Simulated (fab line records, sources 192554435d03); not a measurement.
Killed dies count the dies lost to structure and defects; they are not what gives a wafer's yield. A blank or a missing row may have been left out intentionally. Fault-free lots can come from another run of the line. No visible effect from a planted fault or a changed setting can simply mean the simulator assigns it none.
3 desks, one fault	flow n5Finfet	every desk sees just its own numbers, and what lay behind them comes last

## FROM THE METROLOGY DESK
What the gauges read for every lot (on any tool): the sampled wafers with a number, averaged. If a lot's mean is further than 4 standard deviations from the usual mean, the lot is out of limits and carries the mark OUT (the distance appears in the brackets).
Columns: A = trenchDepthNm at N5_BEOL_M11_OCD_MEAS_38, usual 149 nm
lot	first seen here	A
L648	day 10 04:44	148
L650	day 10 20:09	151
L649	day 10 21:34	147
L652	day 11 07:11	148
L651	day 11 09:10	150
L653	day 11 18:27	146
L663	day 14 17:07	146
L664	day 14 19:35	151
L666	day 15 09:17	153
L668	day 15 15:37	148
This desk's finding: nothing out of limits on any of the 10 lots.

## AT THE TOOL OWNER'S DESK: rieDiel-01
The tool's own readings at N5_BEOL_M11_STRIP_67 (strips in CF4): means of the sampled wafers that have a number, for each lot that ran on this tool. If a lot's mean is further than 4 standard deviations from the usual mean, the lot is out of limits and carries the mark OUT (the distance appears in the brackets).
Columns: A = drypumpMotorCurrentA at N5_BEOL_M11_STRIP_67, usual 5.6 A; B = oesProductAu at N5_BEOL_M11_STRIP_67, usual 0.82 a.u.; C = rfVppV at N5_BEOL_M11_STRIP_67, usual 270.6 V; D = showerheadPlenumPTorr at N5_BEOL_M11_STRIP_67, usual 1.77 Torr; E = throttleValvePct at N5_BEOL_M11_STRIP_67, usual 13.40 %
lot	first seen here	A	B	C	D	E
L650	day 10 17:55	5.5	0.79	270.8	1.78	13.48
L649	day 10 20:10	5.7	0.80	269.9	1.79	13.39
L652	day 11 05:27	5.3	0.83	270.7	1.74	13.35
L651	day 11 06:57	5.6	0.81	270.0	1.74	13.42
L653	day 11 15:56	5.7	0.77	270.7	1.83	13.48
This desk's finding: nothing out of limits on any of the 5 lots.

## THE DEFECT DESK
Lot by lot, what the route's inspections counted, given as the mean of those sampled wafers with a number. If a lot's mean is further than 4 standard deviations from the usual mean, the lot is out of limits and carries the mark OUT (the distance appears in the brackets).
Columns: A = rawDefectCount at N5_BEOL_M11_INSPECT_30, usual 411
lot	first seen here	A
L648	day 10 03:51	490
L650	day 10 18:55	456
L649	day 10 21:02	411
L652	day 11 06:35	579
L651	day 11 08:35	959 (+5.0) OUT
L653	day 11 17:52	579
L663	day 14 16:35	324
L664	day 14 18:49	325
L666	day 15 08:46	298
L668	day 15 15:05	469
Finding of this desk: L651 out of limits; the first was L651 at day 11 08:35, on rawDefectCount at N5_BEOL_M11_INSPECT_30. L648, L650, L649, L652, L653, L663, L664, L666, L668 stayed within limits.

## ALL TOGETHER
The defect desk could have raised an alarm at day 11 08:35, on L651.
At the metrology desk, nothing out of limits was observed.
The tool owner's desk saw nothing out of limits.
The metrology desk has L651 on record, within its limits.
On record at the tool owner's desk: L651, within its limits.
Of the lots named, all ran N5_BEOL_M11_STRIP_67 on rieDiel-01.

## WHAT THE SIMULATOR PUT IN
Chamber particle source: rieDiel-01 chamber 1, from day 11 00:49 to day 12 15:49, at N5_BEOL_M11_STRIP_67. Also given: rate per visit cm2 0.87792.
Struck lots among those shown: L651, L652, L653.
Hours from the fault's start to each desk's first reading out of limits: the defect desk, 8.
